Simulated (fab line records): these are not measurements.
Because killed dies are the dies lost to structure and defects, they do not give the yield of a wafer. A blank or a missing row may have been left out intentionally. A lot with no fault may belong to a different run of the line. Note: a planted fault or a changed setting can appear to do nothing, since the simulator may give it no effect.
fab line records :: flow n5_finfet
record
  lots=12
  wafers=36
  last_day=20
route steps=1938 shown BEOL_M6@1248 BEOL_M7@1268
lots untouched by any fault: they come from a run of this same line in which no faults occurred
start_h: the number of hours between the record's first day and the start of the first shown wafer of the lot :: wait_h: hours from the lot's prior step to this one :: " same as the row above :: L1.1+2: a row that stands for several wafers :: - no value, or no start was given :: * or withheld: withheld :: < > ~ a bound
route shown NAME@n: names a module that has steps shown in the file, with the first one's number in the route :: usual: mean and standard deviation over wafers with no fault :: same: alike in all rows :: chamber/n: place in a boat :: sites: readings site by site :: _std_site: standard deviation across them :: _edge_site: mean of outer sites minus mean of inner sites :: radius_mm: how far each site lies from the wafer's centre :: mask NAME#n: copy n :: behind: the tool/chamber that last shaped the wafer :: hold: why the lot was held/for how many hours/how that ended :: device: transistor that didn't switch, given as n, p or np :: end of line: the same wafers' tests at the end of the route :: a step given without rows: its recipe and nothing more :: killed: count of dies lost to structure and defects at first sort (not the wafer's yield) :: map: dies across one wafer; x = killed, . = not, _ = none there
set.NAME: the run value of the setting; set.NAME@STEP: its run value at that earlier step :: model.NAME: the simulator's own value behind a step, which no gauge read
steps of the route over a sample of lots; a table a step, a row a wafer
services: the hour from which a tool's chamber was out of use, counted from the record's first day as start_h (under 0 if before that day), plus the number of hours and why
## steps
# step N5_BEOL_M6_CURE_75
# recipe
  temp_c=370
  time_s=120
  ambient=DMADMS/He
  material=SiCOH_lowk
# usual
  lamp_power_pct=52.32/0.055
  wafer_temp_C_max=371.5/0.5
lot.wafer: L801.2
tool: uv_cure-01
chamber: 2
start_h: 229.39
wait_h: 0.1
lamp_power_pct: 52.34
wafer_temp_C_max: 371.7

lot.wafer: L801.5
tool: uv_cure-01
chamber: 2
start_h: 229.39
wait_h: 0.1
lamp_power_pct: 52.36
wafer_temp_C_max: 371.5

lot.wafer: L801.6
tool: uv_cure-01
chamber: 2
start_h: 229.39
wait_h: 0.1
lamp_power_pct: 52.30
wafer_temp_C_max: 371.7

lot.wafer: L804.1
tool: uv_cure-02
chamber: 2
start_h: 252.80
wait_h: 0.0
lamp_power_pct: 52.28
wafer_temp_C_max: 372.7

lot.wafer: L804.2
tool: uv_cure-02
chamber: 2
start_h: 252.80
wait_h: 0.0
lamp_power_pct: 52.32
wafer_temp_C_max: 372.1

lot.wafer: L804.5
tool: uv_cure-02
chamber: 2
start_h: 252.80
wait_h: 0.0
lamp_power_pct: 52.29
wafer_temp_C_max: 372.1

lot.wafer: L805.1
tool: uv_cure-01
chamber: 0
start_h: 261.23
wait_h: 0.0
lamp_power_pct: 52.36
wafer_temp_C_max: 371.3

lot.wafer: L805.3
tool: uv_cure-01
chamber: 0
start_h: 261.23
wait_h: 0.0
lamp_power_pct: 52.32
wafer_temp_C_max: 370.8

lot.wafer: L805.5
tool: uv_cure-01
chamber: 0
start_h: 261.23
wait_h: 0.0
lamp_power_pct: 52.31
wafer_temp_C_max: 371.2

lot.wafer: L811.1
tool: uv_cure-01
chamber: 1
start_h: 283.37
wait_h: 0.4
lamp_power_pct: 52.32
wafer_temp_C_max: 371.3

lot.wafer: L811.2
tool: uv_cure-01
chamber: 1
start_h: 283.37
wait_h: 0.4
lamp_power_pct: 52.42
wafer_temp_C_max: 371.3

lot.wafer: L811.4
tool: uv_cure-01
chamber: 1
start_h: 283.37
wait_h: 0.4
lamp_power_pct: 52.35
wafer_temp_C_max: 371.6

lot.wafer: L812.2
tool: uv_cure-03
chamber: 1
start_h: 305.29
wait_h: 0.1
lamp_power_pct: 52.28
wafer_temp_C_max: 371.8

lot.wafer: L812.3
tool: uv_cure-03
chamber: 1
start_h: 305.29
wait_h: 0.1
lamp_power_pct: 52.42
wafer_temp_C_max: 371.5

lot.wafer: L812.6
tool: uv_cure-03
chamber: 1
start_h: 305.29
wait_h: 0.1
lamp_power_pct: 52.37
wafer_temp_C_max: 371.8

lot.wafer: L814.2
tool: uv_cure-02
chamber: 1
start_h: 308.10
wait_h: 0.1
lamp_power_pct: 52.36
wafer_temp_C_max: 371.8

lot.wafer: L814.3
tool: uv_cure-02
chamber: 1
start_h: 308.10
wait_h: 0.1
lamp_power_pct: 52.33
wafer_temp_C_max: 371.4

lot.wafer: L814.5
tool: uv_cure-02
chamber: 1
start_h: 308.10
wait_h: 0.1
lamp_power_pct: 52.25
wafer_temp_C_max: 372.4

lot.wafer: L815.2
tool: uv_cure-03
chamber: 2
start_h: 308.74
wait_h: 0.1
lamp_power_pct: 52.41
wafer_temp_C_max: 370.7

lot.wafer: L815.4
tool: uv_cure-03
chamber: 2
start_h: 308.74
wait_h: 0.1
lamp_power_pct: 52.29
wafer_temp_C_max: 371.5

lot.wafer: L815.5
tool: uv_cure-03
chamber: 2
start_h: 308.74
wait_h: 0.1
lamp_power_pct: 52.32
wafer_temp_C_max: 372.0

lot.wafer: L819.1
tool: uv_cure-02
chamber: 2
start_h: 342.93
wait_h: 0.0
lamp_power_pct: 52.31
wafer_temp_C_max: 371.8

lot.wafer: L819.2
tool: uv_cure-02
chamber: 2
start_h: 342.93
wait_h: 0.0
lamp_power_pct: 52.34
wafer_temp_C_max: 371.2

lot.wafer: L819.5
tool: uv_cure-02
chamber: 2
start_h: 342.93
wait_h: 0.0
lamp_power_pct: 52.31
wafer_temp_C_max: 372.0

lot.wafer: L820.1
tool: uv_cure-01
chamber: 0
start_h: 343.25
wait_h: 0.2
lamp_power_pct: 52.35
wafer_temp_C_max: 371.1

lot.wafer: L820.3
tool: uv_cure-01
chamber: 0
start_h: 343.25
wait_h: 0.2
lamp_power_pct: 52.21
wafer_temp_C_max: 370.9

lot.wafer: L820.5
tool: uv_cure-01
chamber: 0
start_h: 343.25
wait_h: 0.2
lamp_power_pct: 52.38
wafer_temp_C_max: 371.2

lot.wafer: L822.1
tool: uv_cure-01
chamber: 0
start_h: 382.70
wait_h: 0.1
lamp_power_pct: 52.47
wafer_temp_C_max: 371.1

lot.wafer: L822.2
tool: uv_cure-01
chamber: 0
start_h: 382.70
wait_h: 0.1
lamp_power_pct: 52.29
wafer_temp_C_max: 371.7

lot.wafer: L822.4
tool: uv_cure-01
chamber: 0
start_h: 382.70
wait_h: 0.1
lamp_power_pct: 52.30
wafer_temp_C_max: 371.3

lot.wafer: L824.4
tool: uv_cure-03
chamber: 0
start_h: 386.59
wait_h: 0.2
lamp_power_pct: 52.32
wafer_temp_C_max: 371.2

lot.wafer: L824.5
tool: uv_cure-03
chamber: 0
start_h: 386.59
wait_h: 0.2
lamp_power_pct: 52.28
wafer_temp_C_max: 371.0

lot.wafer: L824.6
tool: uv_cure-03
chamber: 0
start_h: 386.59
wait_h: 0.2
lamp_power_pct: 52.31
wafer_temp_C_max: 371.0

lot.wafer: L821.1
tool: uv_cure-02
chamber: 2
start_h: 386.77
wait_h: 0.0
lamp_power_pct: 52.27
wafer_temp_C_max: 371.7

lot.wafer: L821.4
tool: uv_cure-02
chamber: 2
start_h: 386.77
wait_h: 0.0
lamp_power_pct: 52.29
wafer_temp_C_max: 372.5

lot.wafer: L821.5
tool: uv_cure-02
chamber: 2
start_h: 386.77
wait_h: 0.0
lamp_power_pct: 52.38
wafer_temp_C_max: 371.5
# step N5_BEOL_M6_ALD_77
# recipe
  material=TaN
  target_thk_a=20
  temp_c=275
  ald_precursor_family=PDMAT
  ald_co_reactant=NH3
  pressure_torr=3
  carrier_flow_sccm=1500
  pulse_time_s=2
  purge_time_s=3
  co_reactant_purge_time_s=2
  co_reactant_pulse_time_s=3
  ald_cycles=40
  precursor_vessel_temp_c=75
  precursor_vessel_pressure_torr=26.25
  precursor_vessel_carrier_sccm=1000
# usual
  heater_power_w=429/47
  precursor_vessel_carrier_sccm=1000/3.1
lot.wafer: L801.2
tool: ald_metal-01
chamber: 0
start_h: 230.00
wait_h: 0.0
heater_power_w: 371
precursor_vessel_carrier_sccm: 996

lot.wafer: L801.5
tool: ald_metal-01
chamber: 3
start_h: 230.00
wait_h: 0.0
heater_power_w: 345
precursor_vessel_carrier_sccm: 997

lot.wafer: L801.6
tool: ald_metal-01
chamber: 2
start_h: 230.00
wait_h: 0.0
heater_power_w: 456
precursor_vessel_carrier_sccm: 1003

lot.wafer: L804.1
tool: ald_metal-02
chamber: 1
start_h: 253.26
wait_h: 0.1
heater_power_w: 488
precursor_vessel_carrier_sccm: 992

lot.wafer: L804.2
tool: ald_metal-02
chamber: 3
start_h: 253.26
wait_h: 0.1
heater_power_w: 428
precursor_vessel_carrier_sccm: 1003

lot.wafer: L804.5
tool: ald_metal-02
chamber: 0
start_h: 253.26
wait_h: 0.1
heater_power_w: 421
precursor_vessel_carrier_sccm: 1002

lot.wafer: L805.1
tool: ald_metal-04
chamber: 1
start_h: 261.82
wait_h: 0.0
heater_power_w: 428
precursor_vessel_carrier_sccm: 1000

lot.wafer: L805.3
tool: ald_metal-04
chamber: 3
start_h: 261.82
wait_h: 0.0
heater_power_w: 442
precursor_vessel_carrier_sccm: 1003

lot.wafer: L805.5
tool: ald_metal-04
chamber: 0
start_h: 261.82
wait_h: 0.0
heater_power_w: 370
precursor_vessel_carrier_sccm: 1003

lot.wafer: L811.1
tool: ald_metal-01
chamber: 1
start_h: 283.81
wait_h: 0.0
heater_power_w: 438
precursor_vessel_carrier_sccm: 1002

lot.wafer: L811.2
tool: ald_metal-01
chamber: 3
start_h: 283.81
wait_h: 0.0
heater_power_w: 357
precursor_vessel_carrier_sccm: 999

lot.wafer: L811.4
tool: ald_metal-01
chamber: 0
start_h: 283.81
wait_h: 0.0
heater_power_w: 351
precursor_vessel_carrier_sccm: 1004

lot.wafer: L812.2
tool: ald_metal-02
chamber: 3
start_h: 305.91
wait_h: 0.0
heater_power_w: 429
precursor_vessel_carrier_sccm: 1002

lot.wafer: L812.3
tool: ald_metal-02
chamber: 2
start_h: 305.91
wait_h: 0.0
heater_power_w: 512
precursor_vessel_carrier_sccm: 1004

lot.wafer: L812.6
tool: ald_metal-02
chamber: 1
start_h: 305.91
wait_h: 0.0
heater_power_w: 505
precursor_vessel_carrier_sccm: 1004

lot.wafer: L814.2
tool: ald_metal-01
chamber: 0
start_h: 308.72
wait_h: 0.0
heater_power_w: 367
precursor_vessel_carrier_sccm: 1002

lot.wafer: L814.3
tool: ald_metal-01
chamber: 2
start_h: 308.72
wait_h: 0.0
heater_power_w: 457
precursor_vessel_carrier_sccm: 999

lot.wafer: L814.5
tool: ald_metal-01
chamber: 0
start_h: 308.72
wait_h: 0.0
heater_power_w: 366
precursor_vessel_carrier_sccm: 1000

lot.wafer: L815.2
tool: ald_metal-01
chamber: 1
start_h: 309.68
wait_h: 0.0
heater_power_w: 434
precursor_vessel_carrier_sccm: 1003

lot.wafer: L815.4
tool: ald_metal-01
chamber: 0
start_h: 309.68
wait_h: 0.0
heater_power_w: 363
precursor_vessel_carrier_sccm: 1004

lot.wafer: L815.5
tool: ald_metal-01
chamber: 1
start_h: 309.68
wait_h: 0.0
heater_power_w: 434
precursor_vessel_carrier_sccm: 1000

lot.wafer: L819.1
tool: ald_metal-04
chamber: 3
start_h: 343.37
wait_h: 0.1
heater_power_w: 442
precursor_vessel_carrier_sccm: 1001

lot.wafer: L819.2
tool: ald_metal-04
chamber: 1
start_h: 343.37
wait_h: 0.1
heater_power_w: 438
precursor_vessel_carrier_sccm: 1001

lot.wafer: L819.5
tool: ald_metal-04
chamber: 3
start_h: 343.37
wait_h: 0.1
heater_power_w: 438
precursor_vessel_carrier_sccm: 1002

lot.wafer: L820.1
tool: ald_metal-04
chamber: 2
start_h: 343.74
wait_h: 0.0
heater_power_w: 364
precursor_vessel_carrier_sccm: 1000

lot.wafer: L820.3
tool: ald_metal-04
chamber: 0
start_h: 343.74
wait_h: 0.0
heater_power_w: 369
precursor_vessel_carrier_sccm: 1005

lot.wafer: L820.5
tool: ald_metal-04
chamber: 1
start_h: 343.74
wait_h: 0.0
heater_power_w: 447
precursor_vessel_carrier_sccm: 1000

lot.wafer: L822.1
tool: ald_metal-02
chamber: 2
start_h: 383.18
wait_h: 0.0
heater_power_w: 511
precursor_vessel_carrier_sccm: 999

lot.wafer: L822.2
tool: ald_metal-02
chamber: 0
start_h: 383.18
wait_h: 0.0
heater_power_w: 421
precursor_vessel_carrier_sccm: 1003

lot.wafer: L822.4
tool: ald_metal-02
chamber: 3
start_h: 383.18
wait_h: 0.0
heater_power_w: 430
precursor_vessel_carrier_sccm: 995

lot.wafer: L824.4
tool: ald_metal-01
chamber: 3
start_h: 386.97
wait_h: 0.1
heater_power_w: 340
precursor_vessel_carrier_sccm: 1004

lot.wafer: L824.5
tool: ald_metal-01
chamber: 1
start_h: 386.97
wait_h: 0.1
heater_power_w: 404
precursor_vessel_carrier_sccm: 1000

lot.wafer: L824.6
tool: ald_metal-01
chamber: 2
start_h: 386.97
wait_h: 0.1
heater_power_w: 442
precursor_vessel_carrier_sccm: 998

lot.wafer: L821.1
tool: ald_metal-02
chamber: 3
start_h: 387.35
wait_h: 0.1
heater_power_w: 441
precursor_vessel_carrier_sccm: 995

lot.wafer: L821.4
tool: ald_metal-02
chamber: 2
start_h: 387.35
wait_h: 0.1
heater_power_w: 511
precursor_vessel_carrier_sccm: 999

lot.wafer: L821.5
tool: ald_metal-02
chamber: 1
start_h: 387.35
wait_h: 0.1
heater_power_w: 489
precursor_vessel_carrier_sccm: 1003
# step N5_BEOL_M7_COAT_59
# recipe
  resist=SOC
  temp_c=250
  time_s=60
  spin_rpm=1500
  resist_thk_nm=100
# usual
  chill_plate_temp_C=23.02/0.11
  spin_speed_rpm=1500.1/0.88
lot.wafer: L801.2
tool: litho_track-04
chamber: 0
start_h: 233.10
wait_h: 0.1
chill_plate_temp_C: 22.87
spin_speed_rpm: 1500.4

lot.wafer: L801.5
tool: litho_track-04
chamber: 0
start_h: 233.10
wait_h: 0.1
chill_plate_temp_C: 22.63
spin_speed_rpm: 1500.3

lot.wafer: L801.6
tool: litho_track-04
chamber: 0
start_h: 233.10
wait_h: 0.1
chill_plate_temp_C: 22.80
spin_speed_rpm: 1500.4

lot.wafer: L804.1
tool: litho_track-01
chamber: 0
start_h: 256.20
wait_h: 0.1
chill_plate_temp_C: 23.04
spin_speed_rpm: 1500.1

lot.wafer: L804.2
tool: litho_track-01
chamber: 0
start_h: 256.20
wait_h: 0.1
chill_plate_temp_C: 23.05
spin_speed_rpm: 1499.9

lot.wafer: L804.5
tool: litho_track-01
chamber: 0
start_h: 256.20
wait_h: 0.1
chill_plate_temp_C: 23.14
spin_speed_rpm: 1500.3

lot.wafer: L805.1
tool: litho_track-04
chamber: 0
start_h: 265.40
wait_h: 0.1
chill_plate_temp_C: 23.07
spin_speed_rpm: 1498.6

lot.wafer: L805.3
tool: litho_track-04
chamber: 0
start_h: 265.40
wait_h: 0.1
chill_plate_temp_C: 23.03
spin_speed_rpm: 1498.7

lot.wafer: L805.5
tool: litho_track-04
chamber: 0
start_h: 265.40
wait_h: 0.1
chill_plate_temp_C: 23.01
spin_speed_rpm: 1498.2

lot.wafer: L811.1
tool: litho_track-04
chamber: 0
start_h: 289.95
wait_h: 0.1
chill_plate_temp_C: 22.74
spin_speed_rpm: 1601.8

lot.wafer: L811.2
tool: litho_track-04
chamber: 0
start_h: 289.95
wait_h: 0.1
chill_plate_temp_C: 22.99
spin_speed_rpm: 1600.4

lot.wafer: L811.4
tool: litho_track-04
chamber: 0
start_h: 289.95
wait_h: 0.1
chill_plate_temp_C: 22.91
spin_speed_rpm: 1600.2

lot.wafer: L812.2
tool: litho_track-04
chamber: 0
start_h: 309.88
wait_h: 0.1
chill_plate_temp_C: 23.13
spin_speed_rpm: 1602.9

lot.wafer: L812.3
tool: litho_track-04
chamber: 0
start_h: 309.88
wait_h: 0.1
chill_plate_temp_C: 22.95
spin_speed_rpm: 1601.6

lot.wafer: L812.6
tool: litho_track-04
chamber: 0
start_h: 309.88
wait_h: 0.1
chill_plate_temp_C: 23.10
spin_speed_rpm: 1602.7

lot.wafer: L814.2
tool: litho_track-03
chamber: 0
start_h: 311.62
wait_h: 0.1
chill_plate_temp_C: 22.98
spin_speed_rpm: 1498.5

lot.wafer: L814.3
tool: litho_track-03
chamber: 0
start_h: 311.62
wait_h: 0.1
chill_plate_temp_C: 23.02
spin_speed_rpm: 1501.1

lot.wafer: L814.5
tool: litho_track-03
chamber: 0
start_h: 311.62
wait_h: 0.1
chill_plate_temp_C: 23.16
spin_speed_rpm: 1499.1

lot.wafer: L815.2
tool: litho_track-01
chamber: 0
start_h: 313.67
wait_h: 0.1
chill_plate_temp_C: 23.03
spin_speed_rpm: 1498.3

lot.wafer: L815.4
tool: litho_track-01
chamber: 0
start_h: 313.67
wait_h: 0.1
chill_plate_temp_C: 23.16
spin_speed_rpm: 1499.1

lot.wafer: L815.5
tool: litho_track-01
chamber: 0
start_h: 313.67
wait_h: 0.1
chill_plate_temp_C: 23.11
spin_speed_rpm: 1500.0

lot.wafer: L819.1
tool: litho_track-03
chamber: 0
start_h: 347.44
wait_h: 0.1
chill_plate_temp_C: 23.07
spin_speed_rpm: 1500.5

lot.wafer: L819.2
tool: litho_track-03
chamber: 0
start_h: 347.44
wait_h: 0.1
chill_plate_temp_C: 22.94
spin_speed_rpm: 1500.1

lot.wafer: L819.5
tool: litho_track-03
chamber: 0
start_h: 347.44
wait_h: 0.1
chill_plate_temp_C: 22.99
spin_speed_rpm: 1498.5

lot.wafer: L820.1
tool: litho_track-01
chamber: 0
start_h: 347.72
wait_h: 0.1
chill_plate_temp_C: 23.01
spin_speed_rpm: 1500.6

lot.wafer: L820.3
tool: litho_track-01
chamber: 0
start_h: 347.72
wait_h: 0.1
chill_plate_temp_C: 22.97
spin_speed_rpm: 1502.2

lot.wafer: L820.5
tool: litho_track-01
chamber: 0
start_h: 347.72
wait_h: 0.1
chill_plate_temp_C: 22.99
spin_speed_rpm: 1500.9

lot.wafer: L822.1
tool: litho_track-01
chamber: 0
start_h: 386.67
wait_h: 0.1
chill_plate_temp_C: 23.15
spin_speed_rpm: 1500.4

lot.wafer: L822.2
tool: litho_track-01
chamber: 0
start_h: 386.67
wait_h: 0.1
chill_plate_temp_C: 23.12
spin_speed_rpm: 1501.0

lot.wafer: L822.4
tool: litho_track-01
chamber: 0
start_h: 386.67
wait_h: 0.1
chill_plate_temp_C: 23.00
spin_speed_rpm: 1500.3

lot.wafer: L824.4
tool: litho_track-03
chamber: 0
start_h: 392.06
wait_h: 0.1
chill_plate_temp_C: 23.14
spin_speed_rpm: 1499.7

lot.wafer: L824.5
tool: litho_track-03
chamber: 0
start_h: 392.06
wait_h: 0.1
chill_plate_temp_C: 22.96
spin_speed_rpm: 1499.5

lot.wafer: L824.6
tool: litho_track-03
chamber: 0
start_h: 392.06
wait_h: 0.1
chill_plate_temp_C: 22.91
spin_speed_rpm: 1498.6

lot.wafer: L821.1
tool: litho_track-01
chamber: 0
start_h: 392.24
wait_h: 0.1
chill_plate_temp_C: 22.90
spin_speed_rpm: 1500.5

lot.wafer: L821.4
tool: litho_track-01
chamber: 0
start_h: 392.24
wait_h: 0.1
chill_plate_temp_C: 22.97
spin_speed_rpm: 1499.4

lot.wafer: L821.5
tool: litho_track-01
chamber: 0
start_h: 392.24
wait_h: 0.1
chill_plate_temp_C: 22.85
spin_speed_rpm: 1500.9
# step N5_BEOL_M7_OVL_MEAS_12
# recipe
  points_per_wafer=44
# usual
  M7_OVL=0.2/0.77
lot.wafer: L801.2
tool: overlay-02
chamber: 0
start_h: 233.38
wait_h: 0.0
M7_OVL[nm]: 0.5

lot.wafer: L801.5
tool: overlay-02
chamber: 0
start_h: 233.38
wait_h: 0.0
M7_OVL[nm]: -0.1

lot.wafer: L801.6
tool: overlay-02
chamber: 0
start_h: 233.38
wait_h: 0.0
M7_OVL[nm]: 0.3

lot.wafer: L804.1
tool: overlay-01
chamber: 0
start_h: 256.48
wait_h: 0.0
M7_OVL[nm]: 0.8

lot.wafer: L804.2
tool: overlay-01
chamber: 0
start_h: 256.48
wait_h: 0.0
M7_OVL[nm]: 0.4

lot.wafer: L804.5
tool: overlay-01
chamber: 0
start_h: 256.48
wait_h: 0.0
M7_OVL[nm]: -0.1

lot.wafer: L805.1
tool: overlay-02
chamber: 0
start_h: 265.81
wait_h: 0.0
M7_OVL[nm]: 1.2

lot.wafer: L805.3
tool: overlay-02
chamber: 0
start_h: 265.81
wait_h: 0.0
M7_OVL[nm]: 1.2

lot.wafer: L805.5
tool: overlay-02
chamber: 0
start_h: 265.81
wait_h: 0.0
M7_OVL[nm]: 1.1

lot.wafer: L811.1
tool: overlay-02
chamber: 0
start_h: 290.36
wait_h: 0.0
M7_OVL[nm]: 1.0

lot.wafer: L811.2
tool: overlay-02
chamber: 0
start_h: 290.36
wait_h: 0.0
M7_OVL[nm]: 0.9

lot.wafer: L811.4
tool: overlay-02
chamber: 0
start_h: 290.36
wait_h: 0.0
M7_OVL[nm]: 1.3

lot.wafer: L812.2
tool: overlay-02
chamber: 0
start_h: 310.16
wait_h: 0.0
M7_OVL[nm]: 1.5

lot.wafer: L812.3
tool: overlay-02
chamber: 0
start_h: 310.16
wait_h: 0.0
M7_OVL[nm]: 0.7

lot.wafer: L812.6
tool: overlay-02
chamber: 0
start_h: 310.16
wait_h: 0.0
M7_OVL[nm]: 0.9

lot.wafer: L814.2
tool: overlay-02
chamber: 0
start_h: 311.90
wait_h: 0.0
M7_OVL[nm]: -0.4

lot.wafer: L814.3
tool: overlay-02
chamber: 0
start_h: 311.90
wait_h: 0.0
M7_OVL[nm]: -0.5

lot.wafer: L814.5
tool: overlay-02
chamber: 0
start_h: 311.90
wait_h: 0.0
M7_OVL[nm]: -0.5

lot.wafer: L815.2
tool: overlay-02
chamber: 0
start_h: 314.07
wait_h: 0.0
M7_OVL[nm]: 0.7

lot.wafer: L815.4
tool: overlay-02
chamber: 0
start_h: 314.07
wait_h: 0.0
M7_OVL[nm]: 0.3

lot.wafer: L815.5
tool: overlay-02
chamber: 0
start_h: 314.07
wait_h: 0.0
M7_OVL[nm]: -0.1

lot.wafer: L819.1
tool: overlay-02
chamber: 0
start_h: 347.85
wait_h: 0.0
M7_OVL[nm]: 1.9

lot.wafer: L819.2
tool: overlay-02
chamber: 0
start_h: 347.85
wait_h: 0.0
M7_OVL[nm]: 0.4

lot.wafer: L819.5
tool: overlay-02
chamber: 0
start_h: 347.85
wait_h: 0.0
M7_OVL[nm]: 0.7

lot.wafer: L820.1
tool: overlay-01
chamber: 0
start_h: 348.00
wait_h: 0.0
M7_OVL[nm]: 0.1

lot.wafer: L820.3
tool: overlay-01
chamber: 0
start_h: 348.00
wait_h: 0.0
M7_OVL[nm]: 0.1

lot.wafer: L820.5
tool: overlay-01
chamber: 0
start_h: 348.00
wait_h: 0.0
M7_OVL[nm]: -0.1

lot.wafer: L822.1
tool: overlay-02
chamber: 0
start_h: 387.08
wait_h: 0.0
M7_OVL[nm]: -1.7

lot.wafer: L822.2
tool: overlay-02
chamber: 0
start_h: 387.08
wait_h: 0.0
M7_OVL[nm]: 0.1

lot.wafer: L822.4
tool: overlay-02
chamber: 0
start_h: 387.08
wait_h: 0.0
M7_OVL[nm]: 0.3

lot.wafer: L824.4
tool: overlay-01
chamber: 0
start_h: 392.46
wait_h: 0.0
M7_OVL[nm]: -1.4

lot.wafer: L824.5
tool: overlay-01
chamber: 0
start_h: 392.46
wait_h: 0.0
M7_OVL[nm]: -0.3

lot.wafer: L824.6
tool: overlay-01
chamber: 0
start_h: 392.46
wait_h: 0.0
M7_OVL[nm]: -0.6

lot.wafer: L821.1
tool: overlay-02
chamber: 0
start_h: 392.51
wait_h: 0.0
M7_OVL[nm]: 0.0

lot.wafer: L821.4
tool: overlay-02
chamber: 0
start_h: 392.51
wait_h: 0.0
M7_OVL[nm]: 0.4

lot.wafer: L821.5
tool: overlay-02
chamber: 0
start_h: 392.51
wait_h: 0.0
M7_OVL[nm]: -0.6
## services
tool: uv_cure-02
chamber: -
start_h: 208.96
hours: 1.0
kind: pm

tool: ald_metal-04
chamber: 2
start_h: 218.00
hours: 4.3
kind: repair

tool: ald_metal-04
chamber: 2
start_h: 257.00
hours: 28.1
kind: repair

tool: uv_cure-03
chamber: -
start_h: 280.04
hours: 12.5
kind: repair

tool: ald_metal-04
chamber: 2
start_h: 321.23
hours: 4.5
kind: repair

tool: ald_metal-01
chamber: -
start_h: 337.25
hours: 14.0
kind: pm

tool: ald_metal-01
chamber: 0
start_h: 337.25
hours: 14.0
kind: vent_cycle

tool: ald_metal-01
chamber: 1
start_h: 337.25
hours: 14.0
kind: vent_cycle

tool: ald_metal-01
chamber: 2
start_h: 337.25
hours: 14.0
kind: vent_cycle

tool: ald_metal-01
chamber: 3
start_h: 337.25
hours: 14.0
kind: vent_cycle

tool: uv_cure-02
chamber: -
start_h: 348.48
hours: 2.1
kind: pm

tool: uv_cure-03
chamber: -
start_h: 350.66
hours: 1.1
kind: repair

tool: ald_metal-01
chamber: 0
start_h: 351.25
hours: -
kind: clean

tool: ald_metal-01
chamber: 1
start_h: 351.25
hours: -
kind: clean

tool: ald_metal-01
chamber: 2
start_h: 351.25
hours: -
kind: clean

tool: ald_metal-01
chamber: 3
start_h: 351.25
hours: -
kind: clean

tool: ald_metal-01
chamber: -
start_h: 351.93
hours: 0.8
kind: repair

tool: uv_cure-02
chamber: -
start_h: 354.24
hours: 0.6
kind: repair

tool: uv_cure-02
chamber: -
start_h: 379.58
hours: 5.1
kind: repair

tool: uv_cure-01
chamber: -
start_h: 384.60
hours: 1.0
kind: pm

tool: uv_cure-02
chamber: -
start_h: 391.20
hours: 3.4
kind: pm
## key
first_sign
  step=N5_BEOL_M7_COAT_59
  reading=spin_speed_rpm
  direction=up
  sigmas=99+
  usual=*
  struck=*
effect none on later readings
met_at N5_BEOL_M7_COAT_59
struck_lots L811,L812
not_acting_at N5_BEOL_M6_CURE_75,N5_BEOL_M6_ALD_77,N5_BEOL_M7_OVL_MEAS_12
onset_between 265.40 289.95
fault
  kind=process_parameter_drift
  tool=litho_track-04
  chamber=-
  onset_h=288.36
  steps=N5_BEOL_M7_COAT_59
  channel=spin_rpm
  offset=*
  shape=step
  end_h=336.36
  acts_in=*
  stated=*
